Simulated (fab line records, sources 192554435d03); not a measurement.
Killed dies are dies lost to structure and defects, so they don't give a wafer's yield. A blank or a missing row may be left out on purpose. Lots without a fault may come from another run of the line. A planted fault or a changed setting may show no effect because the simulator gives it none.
One fault seen from 3 desks | flow n5_finfet | each desk has only its own numbers; what lay behind them comes last

THE TOOL OWNER'S DESK: rie_diel-05
The tool's own readings at N5_BEOL_M9_VIA_ETCH_34 (etches SiCOH lowk in C4F6/O2, target depth 182.4 nm, time 68.4 s): means of the sampled wafers that have a number, for each lot that ran on this tool. A lot is out of limits, marked OUT, if its mean lies more than 4 standard deviations from the usual mean; the brackets give that distance.
Columns: A = drypump_motor_current_A at N5_BEOL_M9_VIA_ETCH_34, usual 5.80 A; B = oes_f_703_au at N5_BEOL_M9_VIA_ETCH_34, usual 0.78 a.u.; C = oes_product_au at N5_BEOL_M9_VIA_ETCH_34, usual 0.78 a.u.; D = rf_fwd_power_W at N5_BEOL_M9_VIA_ETCH_34, usual 342.2 W; E = rf_vpp_V at N5_BEOL_M9_VIA_ETCH_34, usual 667 V; F = showerhead_plenum_p_Torr at N5_BEOL_M9_VIA_ETCH_34, usual 2.86 Torr; G = throttle_valve_pct at N5_BEOL_M9_VIA_ETCH_34, usual 20.85 %
lot  | first seen here | A    | B    | C    | D               | E             | F    | G
L183 | day 11 19:08    | 5.72 | 0.80 | 0.81 | 341.6           | 673           | 2.91 | 20.87
L188 | day 13 13:56    | 5.73 | 0.56 | 0.75 | 259.4 (-69) OUT | 774 (+11) OUT | 2.90 | 20.87
L191 | day 14 04:53    | 5.62 | 0.59 | 0.80 | 258.1 (-70) OUT | 780 (+11) OUT | 2.89 | 20.59
This desk's finding: out of limits on L188, L191; first on L188, day 13 13:56 (rf_fwd_power_W at N5_BEOL_M9_VIA_ETCH_34). In limits: L183.

THE METROLOGY DESK
What the gauges read, lot by lot, whatever tool the lot ran on: means of the sampled wafers that have a number. A lot is out of limits, marked OUT, if its mean lies more than 4 standard deviations from the usual mean; the brackets give that distance.
Columns: A = cd_nm at N5_BEOL_M9_CD_MEAS_28, usual 70.06 nm; B = V8_OVL at N5_BEOL_M9_OVL_MEAS_29, usual -0.1 nm
lot  | first seen here | A     | B
L178 | day 10 16:52    | 69.96 | 0.0
L183 | day 11 18:41    | 69.99 | -0.1
L188 | day 13 13:37    | 70.04 | -0.3
L191 | day 14 04:14    | 70.01 | 0.4
L195 | day 14 18:17    | 70.22 | 0.5
L199 | day 16 11:16    | 69.91 | 0.6
This desk's finding: nothing out of limits on any of the 6 lots.

THE DEFECT DESK
What the inspections along the route counted, lot by lot: means of the sampled wafers that have a number. A lot is out of limits, marked OUT, if its mean lies more than 4 standard deviations from the usual mean; the brackets give that distance.
Columns: A = raw_defect_count at N5_BEOL_M9_INSPECT_30, usual 409
lot  | first seen here | A
L178 | day 10 16:57    | 338
L183 | day 11 18:46    | 419
L188 | day 13 13:42    | 323
L191 | day 14 04:19    | 380
L195 | day 14 18:22    | 423
L199 | day 16 11:21    | 486
This desk's finding: nothing out of limits on any of the 6 lots.

PUT TOGETHER
The tool owner's desk could have raised an alarm at day 13 13:56, on L188, L191.
The metrology desk saw nothing out of limits.
The defect desk saw nothing out of limits.
The metrology desk has L188, L191 on record, within its limits.
The defect desk has L188, L191 on record, within its limits.
Of the lots named, all ran N5_BEOL_M9_VIA_ETCH_34 on rie_diel-05.

WHAT THE SIMULATOR HAD PUT IN
Process parameter drift: rie_diel-05, from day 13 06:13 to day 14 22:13, at N5_BEOL_M9_VIA_ETCH_34. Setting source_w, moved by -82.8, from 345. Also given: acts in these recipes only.
Lots struck among those shown: L188, L191.
Hours from the fault's start to each desk's first reading out of limits: the tool owner's desk, 8.
